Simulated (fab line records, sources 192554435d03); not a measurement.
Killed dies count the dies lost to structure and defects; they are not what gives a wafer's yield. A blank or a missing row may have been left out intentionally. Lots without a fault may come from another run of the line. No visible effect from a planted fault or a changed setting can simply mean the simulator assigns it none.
Chamber matching + flow n5-finfet + N5_HKMG_FIN_ALD_75 on ald-hk-03 has 4 sister chambers
The step deposits Al2O3, target thk 1 nm, co reactant pulse time 1 s. 8 wafers are shown with their chamber, then 9 later ones without.

## EACH WAFER AND ITS CHAMBER
| wafer  | chamber | heater-power-outer-w (W) | heater-power-w (W) |
|--------|---------|--------------------------|--------------------|
| L078.4 | 1       | 75                       | 152                |
| L086.3 | 1       | 77                       | 150                |
| L086.5 | 2       | 83                       | 154                |
| L088.1 | 2       | 80                       | 151                |
| L088.4 | 0       | 88                       | 165                |
| L089.1 | 3       | 90                       | 163                |
| L089.2 | 0       | 87                       | 164                |
| L089.6 | 3       | 89                       | 170                |

## WAFERS MISSING THEIR CHAMBER
| wafer  | heater-power-outer-w (W) | heater-power-w (W) |
|--------|--------------------------|--------------------|
| L093.1 | 89                       | 162                |
| L093.2 | 89                       | 165                |
| L093.5 | 74                       | 147                |
| L094.1 | 88                       | 165                |
| L094.3 | 81                       | 156                |
| L094.5 | 89                       | 167                |
| L097.2 | 89                       | 168                |
| L097.3 | 91                       | 165                |
| L097.5 | 91                       | 167                |

## WHICH CHAMBER EACH ONE RAN IN
| wafer  | from the rows above     | in truth |
|--------|-------------------------|----------|
| L093.1 | can't be placed: 0 or 3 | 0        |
| L093.2 | can't be placed: 3 or 0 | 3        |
| L093.5 | 1                       | 1        |
| L094.1 | can't be placed: 0 or 3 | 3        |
| L094.3 | 2                       | 2        |
| L094.5 | can't be placed: 3 or 0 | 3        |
| L097.2 | can't be placed: 3 or 0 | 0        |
| L097.3 | can't be placed: 3 or 0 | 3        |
| L097.5 | can't be placed: 3 or 0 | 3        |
Correctly placed: 2 of 9. Can't be placed from these rows: 7 (the true chamber is among the candidates in 7). 0 placed wrongly.
How it was worked out, from the rows above alone: a wafer's distance from a chamber is the root of the sum, over the readings, of the square of ((its reading less the chamber's mean) divided by the reading's scatter). If the next closest chamber is less than 2 further off than the closest, the wafer can't be placed; otherwise it belongs to the closest. A chamber's mean is the mean of its shown wafers. The scatter: take each reading less its chamber's mean, square it, sum over the shown wafers, divide by the number of wafers less the number of chambers, and take the root.
